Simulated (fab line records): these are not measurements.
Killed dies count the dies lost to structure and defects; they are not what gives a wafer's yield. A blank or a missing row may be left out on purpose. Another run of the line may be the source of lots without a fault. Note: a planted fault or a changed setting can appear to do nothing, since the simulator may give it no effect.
Matching of chambers | flow n5-finfet | 3 sister chambers for N5_SDB_HM_DEP_00 on pecvd-04
The step deposits SiNx from SiH4/NH3/N2, target thk 40 nm, time 35.3 s. 3 wafers are shown with their chamber, then 12 later ones without.

## WAFERS WITH THEIR CHAMBER
wafer  | chamber | throttle-valve-pct (%)
L089.4 | 2       | 37.7
L089.5 | 1       | 42.5
L089.6 | 0       | 42.9

## WAFERS WITHOUT THEIR CHAMBER
wafer  | throttle-valve-pct (%)
L091.2 | 37.7
L091.3 | 42.4
L091.4 | 42.5
L092.2 | 37.7
L092.5 | 37.9
L092.6 | 42.6
L094.1 | 42.9
L094.4 | 43.0
L094.6 | 42.5
L097.2 | 42.4
L097.5 | 43.0
L097.6 | 42.6

## EACH ONE'S CHAMBER
wafer  | from the rows above | in truth
L091.2 | 2                   | 2
L091.3 | 1                   | 1
L091.4 | 1                   | 1
L092.2 | 2                   | 2
L092.5 | 2                   | 2
L092.6 | 1                   | 1
L094.1 | 0                   | 0
L094.4 | 0                   | 0
L094.6 | 1                   | 1
L097.2 | 1                   | 1
L097.5 | 0                   | 0
L097.6 | 1                   | 1
Placed correctly: 12 of 12. Not placeable from these rows: 0. Wrongly placed: 0.
How it was worked out, from the rows above alone: a wafer's distance from a chamber is the root of the sum, over the readings, of the square of ((its reading less the chamber's mean) divided by the reading's scatter). The wafer belongs to the nearest chamber; if the next one is less than 2 further off, it can't be placed. A chamber's mean is the mean of its shown wafers. The scatter: root of mean squared gap, hidden wafer to nearest shown wafer, with one shown wafer a chamber.
